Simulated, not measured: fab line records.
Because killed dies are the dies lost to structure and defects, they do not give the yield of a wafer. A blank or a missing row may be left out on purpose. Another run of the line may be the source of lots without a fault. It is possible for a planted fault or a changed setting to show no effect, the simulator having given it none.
Matching of chambers    flow nand harc    NHARC_P_M2_PRE_CLEAN_32 on pecvd-03 has 3 sister chambers
The step time 12 s. 3 wafers are shown with their chamber, then 12 later ones without.

== WAFERS PAIRED WITH THEIR CHAMBERS ==
wafer   chamber  heater power w (W)
L084.3  0        659
L085.5  2        731
L085.6  1        679

== WAFERS MISSING THEIR CHAMBER ==
wafer   heater power w (W)
L087.1  626
L087.4  607
L087.6  721
L091.1  713
L091.4  606
L091.6  704
L093.1  657
L093.5  597
L093.6  651
L092.4  626
L092.5  711
L092.6  677

== CHAMBER TAKEN BY EACH ==
wafer   from the rows above           in truth
L087.1  can't be placed: 0 or 1       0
L087.4  can't be placed: 0 or 1       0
L087.6  can't be placed: 2 or 1 or 0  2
L091.1  can't be placed: 2 or 1 or 0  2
L091.4  can't be placed: 0 or 1       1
L091.6  can't be placed: 1 or 2 or 0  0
L093.1  can't be placed: 0 or 1       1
L093.5  can't be placed: 0 or 1       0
L093.6  can't be placed: 0 or 1       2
L092.4  can't be placed: 0 or 1       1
L092.5  can't be placed: 2 or 1 or 0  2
L092.6  can't be placed: 1 or 0 or 2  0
Correctly placed: 0 of 12. Can't be placed from these rows: 12 (the true chamber is among the candidates in 11). Wrongly placed: 0.
How it was worked out, from the rows above alone: a wafer's distance from a chamber is the root of the sum, over the readings, of the square of ((its reading less the chamber's mean) divided by the reading's scatter). If the next closest chamber is less than 2 further off than the closest, the wafer can't be placed; otherwise it belongs to the closest. For every chamber, the mean is computed from those of its wafers that are shown. The scatter (one wafer shown for each chamber): square how far every hidden wafer sits from the nearest shown wafer, average those squares and take the square root.
